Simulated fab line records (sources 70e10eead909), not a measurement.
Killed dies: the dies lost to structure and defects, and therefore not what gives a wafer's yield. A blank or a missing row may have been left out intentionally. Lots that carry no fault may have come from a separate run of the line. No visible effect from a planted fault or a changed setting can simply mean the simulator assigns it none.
Chamber matching -- flow nand harc -- rie diel-10 running NHARC_A_SGD_CUT_ETCH_58: 4 sister chambers
The step etches the open film in CF4, target depth 39 nm, time 65 s. 8 wafers are shown with their chamber, then 10 later ones without.

## WAFERS PAIRED WITH THEIR CHAMBERS
wafer,chamber,showerhead plenum p Torr (Torr),drypump motor current A (A)
L086.3,3,1.65,6.3
L087.5,1,1.82,5.2
L087.6,0,1.68,6.6
L089.2,3,1.65,6.3
L089.4,2,1.66,5.8
L089.5,1,1.83,5.2
L091.3,2,1.66,5.7
L091.4,0,1.68,6.6

## WAFERS WITH NO CHAMBER GIVEN
wafer,showerhead plenum p Torr (Torr),drypump motor current A (A)
L091.6,1.66,5.7
L094.2,1.82,5.2
L094.4,1.68,6.6
L094.6,1.82,5.2
L095.2,1.65,5.7
L095.4,1.68,6.6
L095.6,1.68,6.6
L097.2,1.65,6.3
L097.4,1.68,6.6
L097.6,1.65,6.3

## WHICH CHAMBER EACH WENT THROUGH
wafer,from the rows above,in truth
L091.6,2,2
L094.2,1,1
L094.4,0,0
L094.6,1,1
L095.2,2,2
L095.4,0,0
L095.6,0,0
L097.2,3,3
L097.4,0,0
L097.6,3,3
10 of 10 placed correctly. Number that these rows cannot place: 0. 0 placed wrongly.
How it was worked out, from the rows above alone: a wafer's distance from a chamber is the root of the sum, over the readings, of the square of ((its reading less the chamber's mean) divided by the reading's scatter). If the next closest chamber is less than 2 further off than the closest, the wafer can't be placed; otherwise it belongs to the closest. For every chamber, the mean is computed from those of its wafers that are shown. The scatter is the square root of a quotient: the sum, over the shown wafers, of each reading's squared deviation from its chamber's mean, divided by wafers minus chambers.
